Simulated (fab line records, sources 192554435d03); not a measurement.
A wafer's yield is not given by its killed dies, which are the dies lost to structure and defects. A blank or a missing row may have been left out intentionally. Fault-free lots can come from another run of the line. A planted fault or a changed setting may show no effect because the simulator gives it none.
A single fault, viewed from 2 desks	flow n5-finfet	what lay behind the numbers comes last; until then each desk has only its own

== AT THE METROLOGY DESK ==
What the gauges read for every lot (on any tool): the sampled wafers with a number, averaged. Marked OUT: a lot whose mean sits more than 4 standard deviations from the usual mean, which makes it out of limits; the brackets give that distance. Readings shown: 7 of its 11, picked as those furthest out on some lot.
Columns: A = DIBL_P at N5_BEOL_M4_RC_MEAS_101, usual 35 mV/V; B = IOFF_N at N5_BEOL_M4_RC_MEAS_101, usual 0.15 nA/um; C = IOFF_P at N5_BEOL_M4_RC_MEAS_101, usual 0.20 nA/um; D = ION_N at N5_BEOL_M4_RC_MEAS_101, usual 673 uA/um; E = ION_P at N5_BEOL_M4_RC_MEAS_101, usual 462 uA/um; F = SS_P at N5_BEOL_M4_RC_MEAS_101, usual 73.0 mV/dec; G = VT_N at N5_BEOL_M4_RC_MEAS_101, usual 252 mV
lot	first seen here	A	B	C	D	E	F	G
L283	day 5 11:29	32	0.12	0.17	668	462	72.2	253
L284	day 5 15:28	38	0.18	0.21	686	462	73.7	250
L285	day 5 17:41	39	0.20	0.24	689	470	73.6	248
L286	day 6 05:14	41	0.24	0.31	708	486	75.1	244
L287	day 6 06:26	36	0.15	0.22	680	474	73.6	251
L288	day 6 21:05	34	0.11	0.15	658	452	73.0	253
L289	day 7 02:17	40	0.23	0.30	693	474	74.2	245
L291	day 7 18:18	37	0.17	0.21	686	464	73.4	248
L292	day 8 02:38	35	0.14	0.20	669	465	72.5	252
L294	day 8 03:38	34	0.13	0.15	665	456	72.6	254
L298	day 9 14:11	36	0.15	0.25	686	483	73.8	249
L301	day 10 13:07	34	0.12	0.17	664	460	72.7	254
This desk's finding: nothing out of limits on any of the 12 lots.

== FOR THE TOOL OWNER'S DESK: rie-si-06 ==
The tool's own readings at N5_BEOL_M0_SAQP_MANDREL_ETCH_20 (etches a-Si in HBr/Cl2, stops on SiNx, target depth 60 nm, bt time 10 s, time 30 s): means of the sampled wafers that have a number, for each lot that ran on this tool. Marked OUT: a lot whose mean sits more than 4 standard deviations from the usual mean, which makes it out of limits; the brackets give that distance.
Columns: A = drypump-motor-current-A at N5_BEOL_M0_SAQP_MANDREL_ETCH_20, usual 5.9 A; B = oes-product-au at N5_BEOL_M0_SAQP_MANDREL_ETCH_20, usual 0.779 a.u.; C = throttle-valve-pct at N5_BEOL_M0_SAQP_MANDREL_ETCH_20, usual 35.3 %
lot	first seen here	A	B	C
L283	day 5 11:51	5.8	0.781	35.2
L284	day 5 16:26	5.7	0.785	35.2
L286	day 6 05:37	5.9	0.784	35.2
L294	day 8 04:50	6.0	0.783	35.2
L298	day 9 14:34	6.1	0.737	35.3
L301	day 10 14:34	5.6	0.738	35.3
This desk's finding: nothing out of limits on any of the 6 lots.

== BROUGHT TOGETHER ==
From the metrology desk's view, nothing was out of limits.
The tool owner's desk saw nothing out of limits.

== WHAT THE SIMULATOR HAD PUT IN ==
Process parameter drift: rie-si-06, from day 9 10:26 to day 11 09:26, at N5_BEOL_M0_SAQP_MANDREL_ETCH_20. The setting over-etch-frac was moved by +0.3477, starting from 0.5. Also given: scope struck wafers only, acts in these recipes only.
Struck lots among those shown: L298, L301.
